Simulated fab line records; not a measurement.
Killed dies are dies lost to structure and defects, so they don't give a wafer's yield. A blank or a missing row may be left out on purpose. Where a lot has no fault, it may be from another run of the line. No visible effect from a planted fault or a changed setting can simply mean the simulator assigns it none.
Code-filled problem report in 8D (eight disciplines) form    flow n5_finfet    the parts of the form that need people (team, actions taken, sign-off) are left out

## 1. WHAT IS WRONG
Mean of bias_w at N5_BEOL_M4_ETCH_70: 136.8 W across 6 wafers in 2 lots; on wafers with no fault it is 150.0 W (standard deviation 0.48). That is -27 standard deviations from the usual mean.
The step: etches SOC in N2/H2, target depth 80 nm, overetch 24 nm, time 130 s.
Seen first at day 11 10:19 on rie_diel-01, wafer L168.1. Wafers with a number at this step in the record: 18, from 6 lots. By rule, "out" or "out of limits" means more than 4 standard deviations away from the usual mean. All remaining wafers that have a number are taken as sound.

## 2. WHAT IT IS; WHAT IT IS NOT
question                     is                      is not
which readings at this step  bias_w, rf_vpp_V        drypump_motor_current_A, oes_product_au, showerhead_plenum_p_Torr, throttle_valve_pct
which lots                   L168, L171              L164, L165, L175, L181
which wafers of those lots   all that have a number  -
read on which tools          rie_diel-01             rie_diel-02, rie_diel-03
when                         from day 11 10:19       up to then (6 sound wafers); but 6 sound wafers of L175, L181 came after

## 3. THE SUSPECTS, EACH WITH WHAT RULES IT OUT
Counting: a tool at any process step up to the reading remains a suspect when it ran all the lots that are out and ran no sound lot after the first of those.
- rie_diel-01 at N5_BEOL_M4_ETCHBACK_99 (etches SiO2 in CHF3, target depth 5 nm, time 10.4 s): kept. It processed each lot that is out, first L168 at day 11 10:16, and no sound lot thereafter; up to then, the last sound lot it processed was L165 at day 10 07:54.
- rie_diel-01 at N5_BEOL_M4_ETCH_70 (etches SOC in N2/H2, target depth 80 nm, overetch 24 nm, time 130 s): kept. It processed each lot that is out, first L168 at day 11 10:19, and no sound lot thereafter; up to then, the last sound lot it processed was L165 at day 10 07:56. Its own readings are out on those wafers: bias_w, rf_vpp_V.
Left after counting: rie_diel-01 at N5_BEOL_M4_ETCHBACK_99, rie_diel-01 at N5_BEOL_M4_ETCH_70.

## 4. THE CAUSE (what the simulator had put in)
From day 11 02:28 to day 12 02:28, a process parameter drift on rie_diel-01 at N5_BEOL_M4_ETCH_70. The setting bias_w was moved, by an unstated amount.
Counting left 2 suspects, and this tool is among them.

## 5. THE EFFECT CHAIN, in route order
Rows list readings where the struck wafers' mean (over those with a number) sits beyond 3 standard deviations from the usual. Only readings whose record carries a usual standard deviation are examined. hours: median over the lots of the time between each lot's start at the first step of this table that gives one and its start at this step. sigmas: the change, counted in usual standard deviations.
hours  step                reading   usual    on struck wafers  change  sigmas
0      N5_BEOL_M4_ETCH_70  bias_w    150.0 W  136.8             -13.2   -27
0      N5_BEOL_M4_ETCH_70  rf_vpp_V  525.6 V  497.3             -28.3   -14
It contains these process steps:
- N5_BEOL_M4_ETCH_70: etches SOC in N2/H2, target depth 80 nm, overetch 24 nm, time 130 s.
At these later measuring or inspecting steps, every struck wafer for which the step has a row has a number for every such reading, and none has moved that far: N5_BEOL_M4_RC_MEAS_101.

## 6. WHAT WOULD HAVE CAUGHT IT SOONER
In this record no reading fell out of limits until day 11 10:19, 8 hours after the fault had begun at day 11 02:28.
